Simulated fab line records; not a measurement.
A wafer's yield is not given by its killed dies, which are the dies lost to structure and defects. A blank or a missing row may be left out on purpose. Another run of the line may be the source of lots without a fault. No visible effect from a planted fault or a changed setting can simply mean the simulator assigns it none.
fab line records	flow nand_harc
record: lots: 14	wafers: 42	last_day: 33
route steps=1302 shown P_M1@305 P_M2@334 P_BONDPAD@351 END@1302
lots with no fault: from the same line, run without faults
start_h: start of the lot's first displayed wafer, in hours after the record's first day	wait_h: hours since the lot's step before	" identical to the entry in the row above	L1.1+2: a single row standing in for several wafers	- no value, or no start given	* or withheld: withheld	< > ~ a bound
route shown NAME@n: a module of which the file shows steps, and the number in the route of the first	usual: average and standard deviation across the fault-free wafers	same: alike in all rows	chamber/n: place in a boat	sites: the reading at each site	_std_site: standard deviation of those values	_edge_site: inner sites' mean taken away from outer sites' mean	radius_mm: for every site, how far away it sits from the centre of the wafer	mask NAME#n: copy n	behind: the last tool/chamber to shape the wafer	hold: reason for holding the lot/hours on hold/outcome of the hold	device: the transistor (n, p or np) that didn't switch	end of line: tests of these same wafers at the route's end	for a step that has no rows: nothing shown but its recipe	killed: dies lost to structure and defects at the first sort, not the wafer's yield	map: a wafer's dies, marking killed ones x, the rest . and places with no die _
set.NAME: the setting the step ran with; set.NAME@STEP: the setting that earlier step ran with	model.NAME: the simulator's own value behind a step, which no gauge read
a sample of lots followed through the steps of the route, with each step as a table and each wafer as a row
services: from which hour (start_h, from the record's first day; less than 0 if before it) a tool's chamber was out of use, for how many hours, and why
== steps ==
step: NHARC_P_M1_DEGAS_29
recipe: temp_c: 250	time_s: 60
usual: heater_power_w: 317/19
lot.wafer	tool	chamber	start_h	wait_h	heater_power_w
L805.1	pvd_sputter-03	-	122.45	-	337
L805.3	"	-	"	"	311
L805.5	"	-	"	"	326
L806.3	pvd_sputter-03	-	137.13	-	341
L806.2	"	-	"	"	350
L806.4	"	-	"	"	325
L807.1	pvd_sputter-03	-	145.65	-	327
L807.4	"	-	"	"	305
L807.3	"	-	"	"	326
L808.2	pvd_sputter-01	-	158.77	-	290
L808.5	"	-	"	"	288
L808.6	"	-	"	"	333
L809.3	pvd_sputter-02	-	166.45	-	318
L809.1	"	-	"	"	357
L809.2	"	-	"	"	311
L811.1	pvd_sputter-02	-	182.43	-	311
L811.4	"	-	"	"	308
L811.6	"	-	"	"	307
L820.4	pvd_sputter-01	-	285.60	-	284
L820.1	"	-	"	"	296
L820.6	"	-	"	"	290
L821.1	pvd_sputter-01	-	287.97	-	282
L821.2	"	-	"	"	340
L821.5	"	-	"	"	320
L823.3	pvd_sputter-03	-	310.37	-	322
L823.1	"	-	"	"	290
L823.6	"	-	"	"	322
L824.4	pvd_sputter-01	-	320.65	-	342
L824.3	"	-	"	"	295
L824.5	"	-	"	"	336
L825.1	pvd_sputter-02	-	326.30	-	307
L825.5	"	-	"	"	313
L825.6	"	-	"	"	340
L826.3	pvd_sputter-02	-	338.03	-	312
L826.1	"	-	"	"	325
L826.2	"	-	"	"	320
L827.4	pvd_sputter-01	-	345.54	-	297
L827.3	"	-	"	"	291
L827.6	"	-	"	"	326
L828.1	pvd_sputter-01	-	357.89	-	289
L828.4	"	-	"	"	333
L828.5	"	-	"	"	317
step: NHARC_P_M2_CD_MEAS_16
usual: cd_nm: 170.0/1.1
lot.wafer	tool	chamber	start_h	wait_h	cd_nm
L805.1	cd_sem-02	-	125.89	-	170.6
L805.3	"	-	"	"	171.3
L805.5	"	-	"	"	170.6
L806.2	cd_sem-01	-	140.59	-	170.9
L806.3	"	-	"	"	169.4
L806.4	"	-	"	"	168.9
L807.1	cd_sem-03	-	150.00	-	170.6
L807.3	"	-	"	"	167.5
L807.4	"	-	"	"	168.8
L808.2	cd_sem-03	-	162.24	-	167.0
L808.5	"	-	"	"	170.5
L808.6	"	-	"	"	167.0
L809.1	cd_sem-01	-	169.89	-	171.1
L809.2	"	-	"	"	170.2
L809.3	"	-	"	"	169.8
L811.1	cd_sem-02	-	185.87	-	172.0
L811.4	"	-	"	"	168.8
L811.6	"	-	"	"	170.8
L820.1	cd_sem-01	-	289.03	-	171.2
L820.4	"	-	"	"	169.8
L820.6	"	-	"	"	169.7
L821.1	cd_sem-01	-	291.40	-	170.4
L821.2	"	-	"	"	170.1
L821.5	"	-	"	"	170.3
L823.1	cd_sem-03	-	313.79	-	170.7
L823.3	"	-	"	"	172.6
L823.6	"	-	"	"	169.7
L824.3	cd_sem-02	-	324.15	-	170.9
L824.4	"	-	"	"	169.7
L824.5	"	-	"	"	170.6
L825.1	cd_sem-01	-	329.73	-	170.3
L825.5	"	-	"	"	171.1
L825.6	"	-	"	"	170.3
L826.1	cd_sem-02	-	341.47	-	170.8
L826.2	"	-	"	"	169.7
L826.3	"	-	"	"	168.1
L827.3	cd_sem-01	-	348.98	-	168.4
L827.4	"	-	"	"	168.5
L827.6	"	-	"	"	169.2
L828.1	cd_sem-03	-	361.20	-	170.2
L828.4	"	-	"	"	171.9
L828.5	"	-	"	"	170.2
step: NHARC_P_M2_PVD_20
recipe: target_thk_a: 50	bias_v: 168.6	power_w: 15000	chamber_pressure_pa: 0.12	time_s: 8.06	substrate_temp_c: 50	material: TaN
usual: cathode_dc_power_W: 15000/2.6	throttle_valve_pct: 30.0/1.2
lot.wafer	tool	chamber	start_h	wait_h	cathode_dc_power_W	throttle_valve_pct
L805.3	pvd_sputter-03	-	126.73	-	14997	30.3
L805.1	"	-	"	"	14996	29.1
L805.5	"	-	"	"	14998	30.6
L806.2	pvd_sputter-02	-	141.41	-	15001	30.9
L806.3	"	-	"	"	15002	29.9
L806.4	"	-	"	"	14995	29.9
L807.1	pvd_sputter-02	-	150.83	-	15000	30.3
L807.4	"	-	"	"	14998	30.8
L807.3	"	-	"	"	15003	29.7
L808.2	pvd_sputter-01	-	163.17	-	14999	28.8
L808.5	"	-	"	"	15006	29.7
L808.6	"	-	"	"	14999	27.0
L808.2	pvd_sputter-01	-	163.44	-	15001	29.1
L808.5	"	-	"	"	14996	29.9
L808.6	"	-	"	"	14999	27.4
L809.3	pvd_sputter-02	-	170.73	-	15001	29.9
L809.1	"	-	"	"	14997	30.5
L809.2	"	-	"	"	15002	31.4
L809.3	pvd_sputter-02	-	171.01	-	15003	30.2
L809.1	"	-	"	"	14998	30.7
L809.2	"	-	"	"	15001	31.3
L811.1	pvd_sputter-02	-	186.71	-	15004	29.7
L811.4	"	-	"	"	14995	29.8
L811.6	"	-	"	"	15004	31.5
L811.1	pvd_sputter-02	-	186.98	-	14997	30.0
L811.4	"	-	"	"	14999	29.8
L811.6	"	-	"	"	15005	30.9
L820.4	pvd_sputter-03	-	289.88	-	14999	30.0
L820.1	"	-	"	"	15001	30.7
L820.6	"	-	"	"	15001	30.0
L821.2	pvd_sputter-03	-	292.26	-	14998	30.2
L821.1	"	-	"	"	14998	30.7
L821.5	"	-	"	"	15000	27.8
L823.1	pvd_sputter-03	-	314.64	-	15005	29.7
L823.3	"	-	"	"	14999	28.2
L823.6	"	-	"	"	15001	30.3
L824.3	pvd_sputter-03	-	324.97	-	14997	30.0
L824.4	"	-	"	"	14998	30.8
L824.5	"	-	"	"	14994	30.7
L825.1	pvd_sputter-01	-	330.55	-	14999	30.6
L825.5	"	-	"	"	14997	30.4
L825.6	"	-	"	"	15003	26.6
L826.2	pvd_sputter-02	-	342.32	-	14999	31.3
L826.3	"	-	"	"	15003	29.8
L826.1	"	-	"	"	15002	31.0
L827.4	pvd_sputter-02	-	349.83	-	15000	31.2
L827.3	"	-	"	"	15002	29.5
L827.6	"	-	"	"	14999	31.0
L828.4	pvd_sputter-01	-	362.04	-	14997	26.7
L828.1	"	-	"	"	15000	31.9
L828.5	"	-	"	"	15004	30.2
step: NHARC_P_BONDPAD_DEP_00
recipe: target_thk_a: 2500	temp_c: 370	target_thk_nm: 250	pressure_torr: 3	flow_sccm: 200	rf_w: 450	material: SiCN
usual: heater_power_w: 577/81
lot.wafer	tool	chamber	start_h	wait_h	heater_power_w
L805.1	pecvd-04	1	128.72	-	450
L805.3	"	1	"	"	465
L805.5	"	0	"	"	550
L806.2	pecvd-03	2	-	-	637
L806.3	"	1	"	"	616
L806.4	"	0	"	"	672
L807.3	pecvd-02	1	152.83	-	599
L807.1	"	2	"	"	488
L807.4	"	0	"	"	688
L808.2	pecvd-03	2	165.42	-	716
L808.5	"	2	"	"	731
L808.6	"	0	"	"	623
L809.1	pecvd-03	0	173.25	0.5	632
L809.2	"	1	"	"	585
L809.3	"	2	"	"	643
L811.1	pecvd-04	0	-	-	491
L811.6	"	1	"	"	458
L811.4	"	0	"	"	501
L820.1	pecvd-04	2	292.13	0.5	531
L820.4	"	1	"	"	407
L820.6	"	2	"	"	542
L821.1	pecvd-03	2	294.23	-	588
L821.2	"	0	"	"	686
L821.5	"	2	"	"	617
L823.1	pecvd-02	2	316.67	-	525
L823.3	"	0	"	"	663
L823.6	"	2	"	"	540
L824.3	pecvd-03	1	327.01	-	550
L824.5	"	0	"	"	647
L824.4	"	1	"	"	574
L825.1	pecvd-03	1	332.61	-	594
L825.5	"	0	"	"	675
L825.6	"	2	"	"	583
L826.1	pecvd-04	1	344.32	-	466
L826.3	"	2	"	"	583
L826.2	"	0	"	"	502
L827.3	pecvd-04	0	351.89	-	497
L827.6	"	1	"	"	420
L827.4	"	2	"	"	514
L828.1	pecvd-02	0	364.07	-	704
L828.4	"	0	"	"	575
L828.5	"	1	"	"	524
step: NHARC_END_SORT_01
recipe: temp_c: 25
usual: defect_limited_yield: 91/3	killed_at_array: 56/20	killed_at_other: 0.9/1.1	killed_at_periphery: 3.7/3	killed_dies: 61/21	killed_open: 2.9/1.6	killed_short: 2.6/1.4
same: gross_dies: 677
lot.wafer	tool	chamber	start_h	wait_h	defect_limited_yield[%]	killed_at_array	killed_at_other	killed_at_periphery	killed_dies	killed_open	killed_short
L821.1	prober-01	0	718.01	2.5	89	65	3	5	73	2	0
L821.2	prober-01	0	718.82	2.8	90	64	1	3	68	6	2
L821.5	prober-01	0	721.24	3.7	88	74	4	6	84	4	2
L823.1	prober-02	0	737.30	2.5	95	25	0	11	36	5	2
L823.3	prober-02	0	738.88	3.1	94	33	0	9	42	3	4
L823.6	prober-02	0	741.25	4.0	96	22	0	6	28	8	1
L824.3	prober-01	0	763.38	3.1	90	64	0	2	66	3	3
L824.4	prober-01	0	764.18	3.4	88	76	0	4	80	5	2
L824.5	prober-01	0	764.98	3.7	89	68	0	4	72	1	2
killed by level:class
L821.1 A_SLIT:chamber_film_flake=31 A_CHANNEL_HOLE_D2:chamber_film_flake=14 A_CHANNEL_HOLE_D1:chamber_film_flake=6 A_STAIRCASE:chamber_film_flake=4 A_CONTACT:chamber_film_flake=4 THIN_TSV:chamber_film_flake=3 A_WL_FILL:chamber_film_flake=3 P_GATE:chamber_film_flake=2
L821.2 A_SLIT:chamber_film_flake=23 A_CHANNEL_HOLE_D2:chamber_film_flake=19 A_CHANNEL_HOLE_D1:chamber_film_flake=4 A_STAIRCASE:chamber_film_flake=4 A_CONTACT:chamber_film_flake=3 A_DECK1_JOINT:geometric_particle:open=2 P_M2:chamber_film_flake=2 A_M1:chamber_film_flake=2
L821.5 A_SLIT:chamber_film_flake=36 A_CHANNEL_HOLE_D2:chamber_film_flake=17 A_CHANNEL_HOLE_D1:chamber_film_flake=7 A_STAIRCASE:chamber_film_flake=6 THIN_TSV:chamber_film_flake=4 P_GATE:chamber_film_flake=2 A_WL_FILL:chamber_film_flake=2 P_STI:geometric_particle:open=1
L823.1 A_CHANNEL_HOLE_D1:chamber_film_flake=14 A_SLIT:chamber_film_flake=5 P_M1:geometric_particle:open=3 P_M1:chamber_film_flake=3 P_GATE:chamber_film_flake=2 P_M0:geometric_particle:short=1 A_ONON_D1:geometric_particle:open=1 A_ONON_D1:geometric_particle:short=1
L823.3 A_CHANNEL_HOLE_D1:chamber_film_flake=14 A_SLIT:chamber_film_flake=7 P_GATE:chamber_film_flake=6 A_ONON_D1:geometric_particle:short=2 A_STAIRCASE:chamber_film_flake=2 A_CONTACT:chamber_film_flake=2 P_GATE:geometric_particle:open=1 A_CHANNEL_FILL_D1:geometric_particle:open=1
L823.6 A_CHANNEL_HOLE_D1:chamber_film_flake=8 P_GATE:chamber_film_flake=4 A_ONON_D1:geometric_particle:open=2 A_SLIT:chamber_film_flake=2 P_GATE:geometric_particle:open=1 A_CHANNEL_FILL_D1:geometric_particle:open=1 A_CHANNEL_FILL_D1:geometric_particle:short=1 A_DECK1_JOINT:geometric_particle:open=1
L824.3 A_SLIT:chamber_film_flake=23 A_CHANNEL_HOLE_D2:chamber_film_flake=22 A_CHANNEL_HOLE_D1:chamber_film_flake=10 P_GATE:chamber_film_flake=2 A_DECK1_JOINT:geometric_particle:short=1 A_ONON_D2:geometric_particle:short=1 A_CHANNEL_FILL_D2:geometric_particle:open=1 A_WL_FILL:geometric_particle:short=1
L824.4 A_SLIT:chamber_film_flake=31 A_CHANNEL_HOLE_D2:chamber_film_flake=26 A_CHANNEL_HOLE_D1:chamber_film_flake=11 A_WL_FILL:geometric_particle:open=2 P_GATE:chamber_film_flake=2 P_STI:geometric_particle:short=1 A_CHANNEL_FILL_D1:geometric_particle:open=1 A_ONON_D2:geometric_particle:open=1
L824.5 A_SLIT:chamber_film_flake=21 A_CHANNEL_HOLE_D2:chamber_film_flake=19 A_CHANNEL_HOLE_D1:chamber_film_flake=16 P_GATE:chamber_film_flake=3 A_STAIRCASE:chamber_film_flake=3 A_CHANNEL_FILL_D2:chamber_film_flake=2 A_CONTACT:chamber_film_flake=2 A_DECK1_JOINT:geometric_particle:open=1
== services ==
tool	chamber	start_h	hours	kind
pvd_sputter-02	-	104.00	10.0	pm
pecvd-04	2	116.11	60.8	repair
pvd_sputter-02	-	116.80	0.7	repair
pecvd-04	1	141.84	6.5	repair
pvd_sputter-02	-	145.33	0.6	repair
pvd_sputter-01	-	167.06	6.9	repair
pvd_sputter-03	-	170.00	10.0	pm
pvd_sputter-03	-	181.15	18.2	repair
pecvd-03	-	185.03	13.0	pm
pecvd-03	0	185.03	13.0	vent_cycle
pecvd-03	1	185.03	13.0	vent_cycle
pecvd-03	2	185.03	13.0	vent_cycle
pecvd-02	2	186.71	4.3	repair
pecvd-04	-	196.30	1.0	repair
pecvd-03	0	198.03	-	clean
pecvd-03	1	198.03	-	clean
pecvd-02	-	227.00	13.0	pm
pecvd-03	2	243.44	6.8	repair
pecvd-04	-	269.11	13.0	pm
pvd_sputter-01	-	274.89	10.0	pm
pvd_sputter-02	-	282.00	10.0	pm
pecvd-03	1	291.18	8.0	repair
pvd_sputter-03	-	348.00	10.0	pm
pecvd-03	2	363.99	3.7	repair
== key ==
first_sign: step: NHARC_P_M2_PVD_20	reading: visit	direction: added
effect none on later readings
met_at NHARC_P_M2_PVD_20
struck_lots L808,L809,L811
not_acting_at NHARC_P_M1_DEGAS_29,NHARC_P_M2_CD_MEAS_16,NHARC_P_BONDPAD_DEP_00
fault: kind: repeated_step_whole	tool: pvd_sputter-01,pvd_sputter-02,pvd_sputter-03	chamber: -	onset_h: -	steps: NHARC_P_M2_PVD_20	times: 1	scope: struck_lots_only
